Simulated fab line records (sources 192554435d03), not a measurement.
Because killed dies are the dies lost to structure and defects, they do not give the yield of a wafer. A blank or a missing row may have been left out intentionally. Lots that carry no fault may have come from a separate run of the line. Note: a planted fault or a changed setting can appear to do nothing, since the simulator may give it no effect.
Problem report in the 8D (eight disciplines) form, filled by code :: flow n5_finfet :: the parts of the form that need people (team, actions taken, sign-off) are left out

== 1. THE PROBLEM ==
At N5_BEOL_M4_CO_CAP_55, run_length_s averages 96.8 s over 6 wafers from 2 lots, while fault-free wafers read 125.1 s, standard deviation 0.49. That puts it -58 standard deviations away from the usual mean.
The step: material Co, precursor CCTBA/H2, target thk 2 nm, time 102.1 s.
The first sign was on wafer L156.3 at day 10 02:00, on cvd_co-02. At this step, 18 wafers from 6 lots have a number in the record. Rule for "out", or "out of limits": more than 4 standard deviations from the usual mean. The rest of the wafers with a number are treated as sound.

== 2. WHAT IT IS; WHAT IT IS NOT ==
question: which readings at this step
is: run_length_s
is not: heater_power_w

question: which lots
is: L156, L159
is not: L151, L154, L157, L169

question: which wafers of those lots
is: all that have a number
is not: -

question: read on which tools
is: cvd_co-02
is not: cvd_co-01

question: when
is: from day 10 02:00
is not: up to then (6 sound wafers); but 6 sound wafers of L157, L169 came after

== 3. THE SUSPECTS, EACH WITH WHAT RULES IT OUT ==
Counting: a tool at any process step up to the reading remains a suspect when it ran all the lots that are out and ran no sound lot after the first of those.
- cvd_co-02 at N5_BEOL_M4_PRE_CLEAN_60 (time 15 s): kept. It ran every lot that is out, first L156 (day 10 01:58), and no sound lot after that; its last sound lot up to then is L154 (day 9 23:57).
- cvd_co-02 at N5_BEOL_M4_CO_CAP_55 (material Co, precursor CCTBA/H2, target thk 2 nm, time 102.1 s): kept. It ran every lot that is out, first L156 (day 10 02:00), and no sound lot after that; its last sound lot up to then is L154 (day 9 23:59). Its own run_length_s readings are out on those wafers.
The count leaves cvd_co-02 at N5_BEOL_M4_CO_CAP_55 and cvd_co-02 at N5_BEOL_M4_PRE_CLEAN_60.

== 4. THE CAUSE (what the simulator had put in) ==
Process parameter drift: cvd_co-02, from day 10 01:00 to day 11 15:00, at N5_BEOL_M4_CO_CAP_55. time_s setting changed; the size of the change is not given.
2 suspects survive the count, and this tool is in that group.

== 5. SEQUENCE OF EFFECTS, ordered by route ==
Each row: a reading where the mean over the struck wafers with a number is more than 3 standard deviations away from the usual. Readings are gone through only where the record gives a usual standard deviation; hours: the median, over the lots, of the time from a lot's start at the first step in this table giving one to that lot's start at this step; sigmas: the change measured in usual standard deviations.
hours: 0
step: N5_BEOL_M4_CO_CAP_55
reading: run_length_s
usual: 125.1 s
on struck wafers: 96.8
change: -28.3
sigmas: -58
Here are the process steps it includes:
- N5_BEOL_M4_CO_CAP_55: material Co, precursor CCTBA/H2, target thk 2 nm, time 102.1 s.
Readings that are blank on the struck wafers while sound wafers have them: susceptor_temp_C at N5_BEOL_M4_CO_CAP_55.
Later measuring or inspecting steps at which every struck wafer that the step has a row for has a number for every such reading, and none has moved that far: N5_BEOL_M4_RC_MEAS_101.

== 6. WHAT WOULD HAVE CAUGHT IT SOONER ==
In this record the first reading out of limits was taken at day 10 02:00, 1 hour after the fault began at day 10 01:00.
